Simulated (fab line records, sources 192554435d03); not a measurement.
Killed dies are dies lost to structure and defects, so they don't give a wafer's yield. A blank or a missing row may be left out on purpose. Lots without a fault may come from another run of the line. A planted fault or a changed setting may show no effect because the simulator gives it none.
fab line records | flow n5_finfet
record lots=6 wafers=16 last_day=18
route steps=1938 shown BEOL_M4@1052
lots that met no fault: from a run of the same line without faults
start_h: hours from the record's first day to the start of the lot's first wafer shown | wait_h: hours since the lot's step before | " the same as in the row above | L1.1+2: a row that stands for several wafers | - no value, or no start given | * or withheld: withheld | < > ~ a bound
route shown NAME@n: a module of which the file shows steps, and the number in the route of the first | usual: mean/standard deviation of fault-free wafers | same: alike in all rows | chamber/n: place in a boat | sites: the reading at each site | _std_site: their standard deviation | _edge_site: outer sites' mean less inner sites' | radius_mm: how far each site lies from the wafer's centre | mask NAME#n: copy n | behind: the tool/chamber that last shaped the wafer | hold: why the lot was held/for how many hours/how that ended | device: the transistor (n, p or np) that didn't switch | end of line: the same wafers' tests at the end of the route | a step without rows: its recipe alone | killed: dies lost to structure and defects at the first sort, not the wafer's yield | map: a wafer's dies, x killed, . not, _ none there
set.NAME: the setting as run; set.NAME@STEP: as run at that earlier step | model.NAME: the simulator's own value behind a step, which no gauge read
lots at some steps of the route; a table a step, a row a wafer
services: from which hour (start_h, from the record's first day; less than 0 if before it) a tool's chamber was out of use, for how many hours, and why
## steps
# step N5_BEOL_M4_SOFTBAKE_23
# recipe temp_c=110 time_s=60 resist=CAR-EUV
# step N5_BEOL_M4_EXPOSE_25
# recipe mask_id=V3 na=0.33 source_shape=quasar sigma_inner=0.2 sigma_outer=0.8 polarization=unpolarized defocus_nm=5 dose_mj=63
# step N5_BEOL_M4_PEB_26
# recipe peb_temp_c=100 peb_time_s=60 resist=CAR-EUV
# step N5_BEOL_M4_DEVELOP_27
# recipe develop_time_s=30 developer=TMAH resist=CAR-EUV rinse_liquid=surfactant_rinse dry=air_spin dev_temp_c=23
# step N5_BEOL_M4_CD_MEAS_28
# recipe target_cd_nm=26.2 landing_energy_ev=500 detector=se_inlens target_cd_y_nm=24.1 polarity=opening
# usual cd_nm=26.18/0.23
# columns lot.wafer tool chamber start_h wait_h cd_nm
L466.1 cd_sem-02 0 214.62 - 26.57
L466.3 " 0 " " 26.44
L466.5 " 0 " " 26.66
L470.1 cd_sem-03 0 221.71 - 26.20
L470.3 " 0 " " 25.86
L470.6 " 0 " " 25.68
L469.1 cd_sem-01 0 226.21 - 25.87
L469.2 " 0 " " 26.41
L474.2 cd_sem-02 0 261.98 - 26.19
L474.3 " 0 " " 26.47
L480.2 cd_sem-03 0 301.29 - 25.98
L480.5 " 0 " " 26.45
L480.6 " 0 " " 26.36
L482.2 cd_sem-02 0 314.62 - 26.04
L482.3 " 0 " " 26.99
L482.4 " 0 " " 26.35
# step N5_BEOL_M4_OVL_MEAS_29
# recipe points_per_wafer=522
# usual V3_OVL=0.1/0.81
# same points_per_wafer=522
# columns lot.wafer tool chamber start_h wait_h V3_OVL[nm]
L466.1 overlay-02 0 214.65 0.0 2.3
L466.3 " 0 " " 1.9
L466.5 " 0 " " 1.0
L470.1 overlay-02 0 221.74 0.0 -0.5
L470.3 " 0 " " 0.3
L470.6 " 0 " " 0.2
L469.1 overlay-02 0 226.24 0.0 0.8
L469.2 " 0 " " 1.0
L474.2 overlay-02 0 262.01 0.0 0.7
L474.3 " 0 " " 1.4
L480.2 overlay-01 0 301.32 0.0 -0.5
L480.5 " 0 " " 0.0
L480.6 " 0 " " -1.9
L482.2 overlay-01 0 314.65 0.0 0.2
L482.3 " 0 " " 0.2
L482.4 " 0 " " 0.2
# step N5_BEOL_M4_INSPECT_30
# recipe mode=adi inspect_instrument=brightfield
# usual raw_defect_count=419/85
# columns lot.wafer tool chamber start_h wait_h raw_defect_count
L466.1 defect_inspect-01 - 214.71 0.1 437
L466.3 " - " " 388
L466.5 " - " " 551
L470.1 defect_inspect-01 - 221.80 0.1 376
L470.3 " - " " 319
L470.6 " - " " 466
L469.1 defect_inspect-01 - 226.30 0.1 344
L469.2 " - " " 307
L474.2 defect_inspect-02 - 262.07 0.0 366
L474.3 " - " " 314
L480.2 defect_inspect-02 - 301.37 0.0 325
L480.5 " - " " 353
L480.6 " - " " 339
L482.2 defect_inspect-01 - 314.71 0.0 531
L482.3 " - " " 294
L482.4 " - " " 408
# step N5_BEOL_M4_DESCUM_33
# recipe chemistry=O2 time_s=7 source_power_w=50 bias_power_w=20 pressure_mtorr=20 rf_frequency_hz=2.712e+07 temp_c=40 resist=CAR-EUV o2_flow_sccm=225
# usual drypump_motor_current_A=5.8/0.6 oes_product_au=0.73/0.061 rf_vpp_V=242.6/1.3 showerhead_plenum_p_Torr=2.07/0.066 throttle_valve_pct=20.5/0.32
# columns lot.wafer tool chamber start_h wait_h drypump_motor_current_A oes_product_au rf_hours_counter_h rf_vpp_V showerhead_plenum_p_Torr throttle_valve_pct
L466.1 rie_diel-05 2 215.07 0.4 6.3 0.70 209 244.5 2.07 20.8
L466.3 " 3 " " 5.4 0.84 61 243.2 2.04 20.3
L466.5 " 1 " " 6.7 0.76 - 244.6 2.11 20.1
L470.1 rie_diel-02 0 221.95 0.2 5.7 0.77 162 242.9 2.09 20.5
L470.3 " 2 " " 6.1 0.77 125 242.4 2.10 20.4
L470.6 " 0 " " 5.7 0.77 - 243.0 2.09 20.5
L469.1 rie_diel-06 0 226.49 0.2 5.8 0.68 231 239.8 1.96 20.6
L469.2 " 1 " " 5.5 0.69 205 240.6 1.99 20.9
L474.2 rie_diel-06 0 262.16 0.1 5.8 0.67 242 241.6 1.96 20.6
L474.3 " 3 " " 5.0 0.71 203 240.2 2.00 20.1
L480.2 rie_diel-05 3 301.41 0.0 5.5 0.80 86 242.1 2.03 20.4
L480.5 " 0 " " 6.4 0.78 - 242.7 2.08 20.3
L480.6 " 3 " " 5.4 0.80 - 242.3 2.03 20.4
L482.2 rie_diel-06 0 314.74 0.0 5.8 0.94 4 244.9 2.21 20.3
L482.3 " 1 " " 5.5 0.67 235 240.5 1.98 21.0
L482.4 " 1 " " 5.5 0.68 - 242.8 1.98 21.0
# step N5_BEOL_M4_ETCH_77
# recipe chemistry=N2/H2 target=underlayer target_depth_a=65 mask_material=CAR-EUV time_s=5.2 ion_energy_ev=200 pressure_mtorr=30 source_w=840 bias_w=150 n2_flow_sccm=200 h2_flow_sccm=200 ends=cleared
# usual drypump_motor_current_A=5.8/0.6 etch_rf_on_time_s=5.27/0.15 oes_product_au=0.63/0.052 rf_vpp_V=523.0/2.9 showerhead_plenum_p_Torr=2.51/0.082 throttle_valve_pct=17.9/0.34
# columns lot.wafer tool chamber start_h wait_h drypump_motor_current_A etch_rf_on_time_s oes_product_au rf_hours_counter_h rf_vpp_V showerhead_plenum_p_Torr throttle_valve_pct
L466.1 rie_diel-05 2 215.10 0.0 6.3 5.35 0.60 209 523.4 2.53 18.3
L466.3 " 3 " " 5.4 5.32 0.70 61 521.9 2.48 17.8
L466.5 " 1 " " 6.7 5.38 0.64 - 523.1 2.55 17.5
L470.1 rie_diel-02 0 221.99 0.0 5.7 5.07 0.67 162 523.5 2.52 17.8
L470.3 " 2 " " 6.1 5.32 0.65 125 525.1 2.56 17.9
L470.6 " 0 " " 5.7 5.04 0.67 - 523.0 2.52 17.8
L469.1 rie_diel-06 0 226.53 0.0 5.8 5.33 0.58 231 520.0 2.40 18.2
L469.2 " 1 " " 5.5 5.22 0.60 205 519.6 2.41 18.3
L474.2 rie_diel-06 0 262.20 0.0 5.8 5.33 0.57 242 520.3 2.39 18.2
L474.3 " 3 " " 5.0 5.32 0.60 203 517.1 2.43 17.6
L480.2 rie_diel-05 3 301.44 0.0 5.5 5.33 0.68 86 521.7 2.47 17.8
L480.5 " 0 " " 6.4 4.94 0.67 - 526.8 2.55 17.8
L480.6 " 3 " " 5.5 5.27 0.68 - 521.1 2.47 17.8
L482.2 rie_diel-06 0 314.77 0.0 5.8 5.11 0.81 4 529.1 2.71 17.8
L482.3 " 1 " " 5.5 5.26 0.58 235 520.8 2.40 18.4
L482.4 " 1 " " 5.5 5.26 0.58 - 520.7 2.40 18.4
# step N5_BEOL_M4_ETCH_69
# recipe chemistry=CF4 target=SiARC target_depth_a=156 mask_material=CAR-EUV time_s=26 ion_energy_ev=80 pressure_mtorr=40 source_w=545 bias_w=36 Ar_flow_sccm=100 cf4_flow_sccm=100 ends=cleared
# usual drypump_motor_current_A=5.8/0.6 etch_rf_on_time_s=26.4/0.69 oes_product_au=0.63/0.052 rf_vpp_V=183.7/1.1 showerhead_plenum_p_Torr=2.12/0.069 throttle_valve_pct=15.71/0.3
# columns lot.wafer tool chamber start_h wait_h drypump_motor_current_A etch_rf_on_time_s oes_product_au rf_hours_counter_h rf_vpp_V showerhead_plenum_p_Torr throttle_valve_pct
L466.1 rie_diel-05 2 215.12 0.0 6.2 26.7 0.60 209 183.0 2.13 15.98
L466.3 " 3 " " 5.5 26.6 0.71 61 184.1 2.08 15.42
L466.5 " 1 " " 6.7 27.2 0.64 - 185.3 2.15 15.28
L470.1 rie_diel-02 0 222.00 0.0 5.7 25.7 0.66 162 183.9 2.13 15.68
L470.3 " 2 " " 6.1 26.6 0.65 125 183.2 2.15 15.63
L470.6 " 0 " " 5.7 25.7 0.66 - 183.0 2.13 15.70
L469.1 rie_diel-06 0 226.54 0.0 5.7 26.7 0.58 231 183.3 2.02 15.91
L469.2 " 1 " " 5.4 26.6 0.59 205 184.2 2.04 16.03
L474.2 rie_diel-06 0 262.22 0.0 5.8 26.5 0.58 242 183.3 2.02 15.93
L474.3 " 3 " " 5.0 26.8 0.60 203 182.8 2.05 15.35
L480.2 rie_diel-05 3 301.46 0.0 5.5 27.0 0.67 86 184.3 2.08 15.49
L480.5 " 0 " " 6.4 24.9 0.68 - 184.5 2.16 15.69
L480.6 " 3 " " 5.5 26.8 0.68 - 182.9 2.08 15.48
L482.2 rie_diel-06 0 314.79 0.0 5.8 25.5 0.81 4 186.3 2.26 15.48
L482.3 " 1 " " 5.5 26.3 0.58 235 182.7 2.03 16.08
L482.4 " 1 " " 5.4 26.6 0.58 - 182.9 2.03 16.08
# step N5_BEOL_M4_ALD_98
# recipe material=SiO2 target_thk_a=25 temp_c=100 ald_precursor_family=BDEAS ald_co_reactant=O2-plasma pulse_time_s=1 co_reactant_pulse_time_s=1 purge_time_s=2 co_reactant_purge_time_s=2 ald_cycles=17 pressure_torr=2
# usual chamber_pressure_Torr=2.000/0.004 heater_power_w=75/7.6 precursor_pulse_height_rel=1.000/0.021
# same pulse_time_s=1
# columns lot.wafer tool chamber start_h wait_h chamber_pressure_Torr heater_power_w precursor_pulse_height_rel
L466.1 ald_sin-03 0 215.20 0.1 1.998 76 0.976
L466.3 " 2 " " 1.996 85 1.019
L466.5 " 1 " " 2.000 65 1.006
L470.1 ald_sin-02 1 222.57 0.5 1.998 79 1.004
L470.3 " 0 " " 1.994 82 1.003
L470.6 " 3 " " 1.999 69 0.992
L469.1 ald_sin-03 0 228.06 1.5 1.997 76 0.978
L469.2 " 1 " " 2.002 64 0.989
L474.2 ald_sin-02 0 262.73 0.5 1.994 79 1.003
L474.3 " 3 " " 2.004 70 1.010
L480.2 ald_sin-03 1 301.65 0.2 2.001 64 1.009
L480.5 " 0 " " 1.997 76 1.006
L480.6 " 3 " " 2.004 70 1.024
L482.2 ald_sin-03 1 314.87 0.1 1.993 63 1.036
L482.3 " 0 " " 1.997 77 1.003
L482.4 " 2 " " 1.996 83 0.989
# step N5_BEOL_M4_ETCHBACK_99
# recipe chemistry=CHF3 target=SiO2 target_depth_a=50 time_s=10.4 source_w=215 bias_w=47 Ar_flow_sccm=200 CHF3_flow_sccm=12 ion_energy_ev=100 pressure_mtorr=30
# usual drypump_motor_current_A=5.9/0.53 oes_product_au=0.76/0.064 rf_vpp_V=243/4.5 showerhead_plenum_p_Torr=2.15/0.066 throttle_valve_pct=17.14/0.24
# columns lot.wafer tool chamber start_h wait_h drypump_motor_current_A oes_product_au rf_hours_counter_h rf_vpp_V showerhead_plenum_p_Torr throttle_valve_pct
L466.1 rie_diel-05 3 215.77 0.5 5.5 0.83 61 245 2.10 16.98
L466.3 " 0 " " 6.4 0.81 109 247 2.18 17.15
L466.5 " 3 " " 5.5 0.82 - 244 2.10 16.95
L470.1 rie_diel-02 0 249.61 27.0 5.7 0.76 173 250 2.14 17.19
L470.3 " 2 " " 6.1 0.76 135 244 2.15 17.07
L470.6 " 3 " " 5.7 0.70 - 238 2.14 17.38
L469.1 rie_diel-05 3 256.62 28.5 5.5 0.83 72 245 2.10 16.99
L469.2 " 1 " " 6.7 0.74 140 246 2.18 16.85
L474.2 rie_diel-05 0 281.99 19.2 6.4 0.79 130 248 2.18 17.19
L474.3 " 3 " " 5.5 0.82 80 244 2.10 17.00
L480.2 rie_diel-06 1 312.84 11.1 5.5 0.67 234 247 2.03 17.57
L480.5 " 1 " " 5.5 0.67 - 249 2.03 17.56
L480.6 " 3 " " 5.0 0.70 - 243 2.05 16.81
L482.2 rie_diel-02 1 320.50 5.6 6.7 0.76 129 237 2.26 16.94
L482.3 " 0 " " 5.7 0.73 192 249 2.14 17.22
L482.4 " 2 " " 6.1 0.73 - 244 2.14 17.13
# step N5_BEOL_M4_ETCH_70
# recipe chemistry=N2/H2 target=SOC target_depth_a=800 overetch_a=240 mask_material=SiARC temp_c=40 time_s=130 ion_energy_ev=200 pressure_mtorr=30 source_w=840 bias_w=150 n2_flow_sccm=200 h2_flow_sccm=200
# usual drypump_motor_current_A=5.9/0.53 oes_product_au=0.56/0.043 rf_vpp_V=523.5/2.1 showerhead_plenum_p_Torr=2.53/0.074 throttle_valve_pct=17.81/0.29
# columns lot.wafer tool chamber start_h wait_h drypump_motor_current_A oes_product_au rf_hours_counter_h rf_vpp_V showerhead_plenum_p_Torr throttle_valve_pct model.SiARC_of_BEOL_M4_COAT_68.thk_nm
L466.1 rie_diel-05 3 215.81 0.0 5.4 0.62 61 522.5 2.48 17.71 5.8
L466.3 " 0 " " 6.4 0.60 109 524.5 2.56 17.75 5.4
L466.5 " 3 " " 5.5 0.62 - 523.1 2.48 17.71 6
L470.1 rie_diel-02 0 249.64 0.0 5.7 0.56 173 523.7 2.52 17.77 5.6
L470.3 " 2 " " 6.1 0.56 135 524.0 2.56 17.89 6
L470.6 " 3 " " 5.7 0.52 - 523.3 2.49 17.93 5.8
L469.1 rie_diel-05 3 256.65 0.0 5.5 0.60 72 523.8 2.47 17.75 6
L469.2 " 1 " " 6.7 0.58 140 523.8 2.54 17.47 6.6
L474.2 rie_diel-05 0 282.03 0.0 6.4 0.60 130 524.6 2.55 17.76 6
L474.3 " 3 " " 5.5 0.63 80 522.4 2.47 17.75 6.4
L480.2 rie_diel-06 1 312.87 0.0 5.5 0.50 234 520.1 2.40 18.34 5.8
L480.5 " 1 " " 5.5 0.50 - 522.0 2.40 18.35 5.6
L480.6 " 3 " " 5.0 0.51 - 519.9 2.42 17.55 6
L482.2 rie_diel-02 1 320.54 0.0 6.7 0.57 129 525.4 2.65 17.42 6
L482.3 " 0 " " 5.7 0.54 192 522.9 2.51 17.80 5.8
L482.4 " 2 " " 6.1 0.54 - 522.9 2.55 17.92 6
# step N5_BEOL_M4_STRIP_71
# recipe chemistry=N2/H2 temp_c=40 n2_flow_sccm=200 h2_flow_sccm=200 rf_frequency_hz=6e+07
# step N5_BEOL_M4_RC_MEAS_101
# usual DIBL_N=36.3/2 DIBL_P=36.3/2.4 IOFF_N=0.16/0.034 IOFF_P=0.21/0.035 ION_N=672/12 ION_P=459/6.5 SS_N=71.6/0.67 SS_P=73.3/0.71 VT_N=250/3.5 VT_P=-251/3
# columns lot.wafer tool chamber start_h wait_h DIBL_N[mV/V] DIBL_P[mV/V] IOFF_N[nA/um] IOFF_P[nA/um] ION_N[uA/um] ION_P[uA/um] SS_N[mV/dec] SS_P[mV/dec] VT_N[mV] VT_P[mV]
L466.1 prober-02 0 219.81 0.0 33.2 32.5 0.13 0.17 669 456 72.0 72.4 251 -255
L466.3 " 0 " " 35.0 35.7 0.16 0.22 673 462 72.4 73.3 249 -247
L466.5 " 0 " " 32.8 32.0 0.12 0.17 652 446 71.1 72.3 253 -250
L470.1 prober-01 0 255.59 0.0 36.2 38.1 0.17 0.23 669 455 72.1 73.3 249 -248
L470.3 " 0 " " 37.3 39.0 0.19 0.25 680 465 72.2 73.6 248 -249
L470.6 " 0 " " 34.6 35.8 0.13 0.19 659 456 71.1 71.8 254 -253
L469.1 prober-02 0 261.12 0.0 36.8 37.9 0.16 0.23 665 462 71.9 73.1 254 -246
L469.2 " 0 " " 36.4 36.9 0.15 0.20 659 451 71.3 73.2 254 -251
L474.2 prober-01 0 286.54 0.2 35.9 35.9 0.16 0.22 663 457 72.1 73.2 247 -246
L474.3 " 0 " " 37.4 37.9 0.19 0.26 681 467 72.0 73.2 247 -247
L480.2 prober-01 0 318.02 0.2 35.9 35.0 0.15 0.18 671 458 71.1 73.6 248 -254
L480.5 " 0 " " 35.2 35.0 0.15 0.18 672 460 71.1 73.3 250 -252
L480.6 " 0 " " 35.6 35.9 0.16 0.20 681 465 71.5 73.4 249 -251
L482.2 prober-01 0 326.54 0.2 38.5 39.2 0.23 0.26 693 467 72.8 73.9 242 -247
L482.3 " 0 " " 37.8 38.4 0.23 0.26 685 459 72.2 73.7 243 -247
L482.4 " 0 " " 38.6 39.4 0.23 0.26 686 460 71.8 74.3 244 -245
## services
# columns tool chamber start_h hours kind
rie_diel-02 - 212.23 1.0 repair
rie_diel-06 - 227.77 0.4 repair
rie_diel-05 3 229.94 6.9 repair
rie_diel-05 2 235.44 7.4 repair
rie_diel-05 - 260.09 1.4 repair
ald_sin-02 - 265.69 0.7 repair
ald_sin-02 - 269.67 14.0 pm
rie_diel-06 0 287.51 - clean
rie_diel-06 0 287.51 - consumable_replace:focus_ring
rie_diel-06 0 287.51 - consumable_replace:showerhead
rie_diel-06 0 287.51 16.2 scheduled_down
rie_diel-06 0 287.51 16.2 vent_cycle
ald_sin-02 - 287.69 6.1 pm
rie_diel-02 0 294.09 10.7 repair
rie_diel-06 2 303.85 - clean
rie_diel-06 2 303.85 - consumable_replace:focus_ring
rie_diel-06 2 303.85 30.6 scheduled_down
rie_diel-06 2 303.85 30.6 vent_cycle
rie_diel-06 1 306.01 2.9 repair
ald_sin-03 3 309.25 2.6 repair
rie_diel-02 3 315.16 - clean
rie_diel-02 3 315.16 - consumable_replace:focus_ring
rie_diel-02 3 315.16 17.9 scheduled_down
rie_diel-02 3 315.16 17.9 vent_cycle
## key
first_sign none at tools or gauges
model_effect step=N5_BEOL_M4_ETCH_70 value=SiARC_of_BEOL_M4_COAT_68.thk_nm without=5.8 struck=6.333
met_at N5_BEOL_M4_ETCH_70
struck_wafers L469.2,L474.2,L474.3
onset_between 215.81 256.65
fault kind=process_parameter_drift tool=rie_diel-05 chamber=- onset_h=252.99 steps=N5_BEOL_M4_ETCH_70 channel=target_depth_a offset=-92.157 shape=step end_h=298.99 scope=struck_wafers_only acts_in=these_recipes_only stated=800
